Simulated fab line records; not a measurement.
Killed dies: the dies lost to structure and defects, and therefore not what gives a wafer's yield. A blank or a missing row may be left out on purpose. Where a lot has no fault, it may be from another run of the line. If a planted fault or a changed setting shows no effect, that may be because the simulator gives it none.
A struck lot beside a sound one :: flow n5_finfet :: 35 steps out of a route of 1938
Sound: these wafers, L256.1, L256.2, L256.5. Wafers struck: L250.1, L250.2, L250.3. Last of all comes the cause.
Per side, at each step with rows, come the tool, then ch with its chambers, and then its first start. Under that, the readings that differ: sound wafers :: struck wafers :: difference of the means :: sigmas: that difference in standard deviations of wafers without a fault.
alike: a reading whose means differ by less than 2 such deviations, as well as words and numbers matching on both sides. not compared: withheld readings; readings where some wafer has no value; bounds like >300 that might hide an equal value; numbers whose values overlap and for which the record gives no deviation.
Wherever a step has rows on one side only, a row that says differs or no value, or a row with sigmas, the two part there. Numbers that have no deviation but don't overlap get no sigmas and don't part them. A reading missing from all wafers of one side parts the sides only when that side holds two or more wafers.

first, 8 steps without rows for these wafers: N5_BEOL_M4_SPUTTER_96 (material Cu, target thk 4.5 nm, time 8.29 s); N5_BEOL_M4_ECD_50 (material Cu, target thk 300 nm); N5_BEOL_M4_ANNEAL_51 (time 90 s); N5_BEOL_M4_CMP_52 (polishes, stops on SiOC, t overpolish 6.8 s, target thk 40 nm); N5_BEOL_M4_PRE_CLEAN_60 (time 15 s); N5_BEOL_M4_CO_CAP_55 (material Co, precursor CCTBA/H2, target thk 2 nm, time 102.1 s); N5_BEOL_M4_PRE_CLEAN_56 (time 15 s); N5_BEOL_M4_DEP_57 (deposits SiCN from 3MS/NH3, target thk 8 nm, time 14 s).
N5_BEOL_M5_ILD_DEP_00: deposits SiCOH lowk from DEMS/porogen, target thk 140.64 nm, time 25.9 s.
  sound on pecvd-03 ch 0,2, day 12 07:58; struck on pecvd-01 ch 0,1,2, day 10 16:10
reading: susceptor_temp_C (C)
sound: 299.86 299.96 300.10
struck: 305.13 304.84 304.73
difference: +4.93
sigmas: +27

reading: model.SiCOH_lowk_of_BEOL_M5_ILD_DEP_00.thk_nm (nm)
sound: 143 139.2 144
struck: 134.4 137.2 134.6
difference: -6.7
sigmas: 
  alike: heater_power_w, showerhead_plenum_p_Torr, throttle_valve_pct
then, 24 steps without rows for these wafers: N5_BEOL_M5_CURE_79 (cures SiCOH lowk, time 240 s); N5_BEOL_M5_PECVD_70 (deposits SiO2 from TEOS/O2, target thk 16 nm, time 18 s); N5_BEOL_M5_HM_DEP_02 (deposits TiN, target thk 20 nm); N5_BEOL_M5_COAT_59 (time 60 s, resist thk 60 nm); N5_BEOL_M5_COAT_60 (time 60 s, resist thk 12 nm); N5_BEOL_M5_COAT_71 (time 60 s, resist thk 5 nm); N5_BEOL_M5_COAT_05 (resist thk 30 nm); N5_BEOL_M5_EBR_07; N5_BEOL_M5_SOFTBAKE_06 (time 60 s); N5_BEOL_M5_EXPOSE_08 (exposes mask M5, target cd 28 nm); N5_BEOL_M5_PEB_09 (peb time 60 s); N5_BEOL_M5_DEVELOP_10 (develop time 30 s); N5_BEOL_M5_DESCUM_16 (chemistry O2, time 7 s); N5_BEOL_M5_ETCH_72 (etches underlayer in N2/H2, target depth 6.5 nm, time 5.2 s); N5_BEOL_M5_ETCH_61 (etches SiARC in CF4, target depth 15.6 nm, time 26 s); N5_BEOL_M5_ETCH_62 (etches SOC in N2/H2, target depth 75 nm, overetch 15 nm, time 112.5 s); N5_BEOL_M5_STRIP_63 (strips in N2/H2); N5_BEOL_M5_STRIP_73 (strips in N2/H2); N5_BEOL_M5_STRIP_64 (strips in CF4); N5_BEOL_M5_HM_OPEN_17 (chemistry Cl2/BCl3, target TiN, target depth 20 nm, overetch 6 nm); N5_BEOL_M5_STRIP_19 (strips in O2); N5_BEOL_M5_COAT_65 (time 60 s, resist thk 60 nm); N5_BEOL_M5_COAT_66 (time 60 s, resist thk 12 nm); N5_BEOL_M5_COAT_74 (time 60 s, resist thk 5 nm).
N5_BEOL_M5_CMP_52: polishes, stops on SiCOH lowk, t overpolish 6.9 s, target thk 62 nm.
  sound on cmp-04 ch 1,2,3, day 12 19:27; struck on cmp-01 ch 0,2,3, day 11 12:13
reading: model.SiCOH_lowk_of_BEOL_M5_ILD_DEP_00.thk_nm (nm)
sound: 120 116.6 120.8
struck: 112.6 115 112.8
difference: -5.7
sigmas: 
  alike: barrier_field_endpoint_s, head_pressure_psi, motor_current_A, overpolish_run_s, time_to_endpoint_s
next, for these wafers, 1 step has no rows: N5_PASSIVATION_PROBE_49.

WHERE THEY PART
Only at N5_BEOL_M5_ILD_DEP_00, within this record. Later steps at which nothing parts them and some readings are alike: N5_BEOL_M5_CMP_52.

WHY: the cause the simulator had injected
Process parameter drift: pecvd-01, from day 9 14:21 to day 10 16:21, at N5_BEOL_M5_ILD_DEP_00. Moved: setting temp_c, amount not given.
